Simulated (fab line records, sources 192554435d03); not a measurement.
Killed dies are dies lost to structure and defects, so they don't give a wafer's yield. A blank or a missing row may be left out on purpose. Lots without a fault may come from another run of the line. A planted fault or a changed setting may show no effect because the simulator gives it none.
A struck lot beside a sound one | flow n5_finfet | 15 steps out of a route of 1938
Sound: wafers L843.3, L843.4, L843.5. Struck: wafers L850.3, L850.4, L850.5. The cause comes at the end.
At each step with rows: each side's tool, then ch and its chambers, then its first start. Under that, the readings that differ: sound wafers | struck wafers | difference of the means | sigmas: that difference in standard deviations of wafers without a fault.
alike: readings whose means differ by less than 2 such deviations, and words and numbers that are the same on both sides. not compared: withheld readings, readings that some wafer has no value for, bounds like >300 that may hide the same value, and numbers for which the record gives no deviation and whose values overlap.
The two part at a step that has a row with sigmas, a row that says differs or no value, or rows on one side only. Numbers that don't overlap but have no deviation are shown without sigmas and don't part them. A reading that every wafer of one side lacks parts them only if that side has two wafers or more.

N5_BEOL_M4_DESCUM_33: chemistry O2, time 7 s.
  sound on rie_diel-06 ch 0,1,3, day 8 21:18; struck on rie_diel-01 ch 0,1,2, day 10 20:54
  alike: drypump_motor_current_A, oes_product_au, rf_vpp_V, showerhead_plenum_p_Torr, throttle_valve_pct
  not compared: rf_hours_counter_h
then, 2 steps without rows for these wafers: N5_BEOL_M4_ETCH_77 (etches underlayer in N2/H2, target depth 6.5 nm, time 5.2 s); N5_BEOL_M4_ETCH_69 (etches SiARC in CF4, target depth 15.6 nm, time 26 s).
N5_BEOL_M4_ALD_98: deposits SiO2, target thk 2.5 nm, pulse time 1 s, co reactant pulse time 1 s.
  sound on ald_sin-02 ch 1,2,3, day 8 21:26; struck on ald_sin-04 ch 0,2, day 10 21:31
  alike: heater_power_w, precursor_pulse_height_rel
N5_BEOL_M4_ETCHBACK_99: etches SiO2 in CHF3, target depth 5 nm, time 10.4 s.
  sound on rie_diel-06 ch 2,3, day 8 22:28; struck on rie_diel-06 ch 2,3, day 10 22:24
  alike: CHF3_flow_sccm, drypump_motor_current_A, oes_product_au, rf_vpp_V, showerhead_plenum_p_Torr, throttle_valve_pct
  not compared: rf_hours_counter_h
N5_BEOL_M4_ETCH_70: etches SOC in N2/H2, target depth 80 nm, overetch 24 nm, time 130 s.
  sound on rie_diel-06 ch 2,3, day 8 22:30; struck on rie_diel-06 ch 2,3, day 10 22:26
  alike: drypump_motor_current_A, oes_product_au, rf_vpp_V, showerhead_plenum_p_Torr, throttle_valve_pct
  not compared: rf_hours_counter_h
then, 6 steps without rows for these wafers: N5_BEOL_M4_STRIP_71 (strips in N2/H2); N5_BEOL_M4_STRIP_78 (strips in N2/H2); N5_BEOL_M4_VIA_ETCH_34 (etches the open film in C4F6/O2, target depth 69.4 nm, time 65.9 s); N5_BEOL_M4_STRIP_83 (strips in C4F6/O2); N5_BEOL_M4_STRIP_36 (strips in N2/H2); N5_BEOL_M4_TRENCH_ETCH_37 (etches SiOC in C4F6/O2, target depth 55.555 nm, time 29.2 s).
N5_BEOL_M4_ETCH_41: etches SiCN in CH3F/O2, target depth 29.9 nm, time 52.5 s.
  sound on rie_diel-06 ch 2,3, day 8 22:44; struck on rie_diel-06 ch 2,3, day 10 22:40
  reading                  | sound             | struck            | difference | sigmas
  oes_product_au (a.u.)    | 0.72 0.83 0.72    | 1.03 0.90 1.03    | +0.23      | +3
  model.etch.depth_nm (nm) | 19.01 19.26 18.99 | 27.56 27.64 27.61 | +8.52      |
  alike: drypump_motor_current_A, rf_vpp_V, showerhead_plenum_p_Torr, throttle_valve_pct
  not compared: rf_hours_counter_h
N5_BEOL_M4_STRIP_97: strips in N2/H2, time 10 s.
  sound on rie_diel-06 ch 2,3; struck on rie_diel-06 ch 2,3
  alike: drypump_motor_current_A, oes_product_au, rf_vpp_V, showerhead_plenum_p_Torr, throttle_valve_pct
  not compared: rf_hours_counter_h
N5_BEOL_M4_RC_MEAS_101:
  sound on prober-01 ch 0, day 9 03:05; struck on prober-02 ch 0, day 11 02:47
  alike: DIBL_N, DIBL_P, IOFF_N, IOFF_P, ION_N, ION_P, SS_N, SS_P, VT_N, VT_P

WHERE THEY PART
Only at N5_BEOL_M4_ETCH_41, within this record. Later steps at which nothing parts them and some readings are alike: N5_BEOL_M4_STRIP_97, N5_BEOL_M4_RC_MEAS_101.

WHY: what the simulator had put in
Process parameter drift: rie_diel-06, from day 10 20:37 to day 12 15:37, at N5_BEOL_M4_ETCH_41. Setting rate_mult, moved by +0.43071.
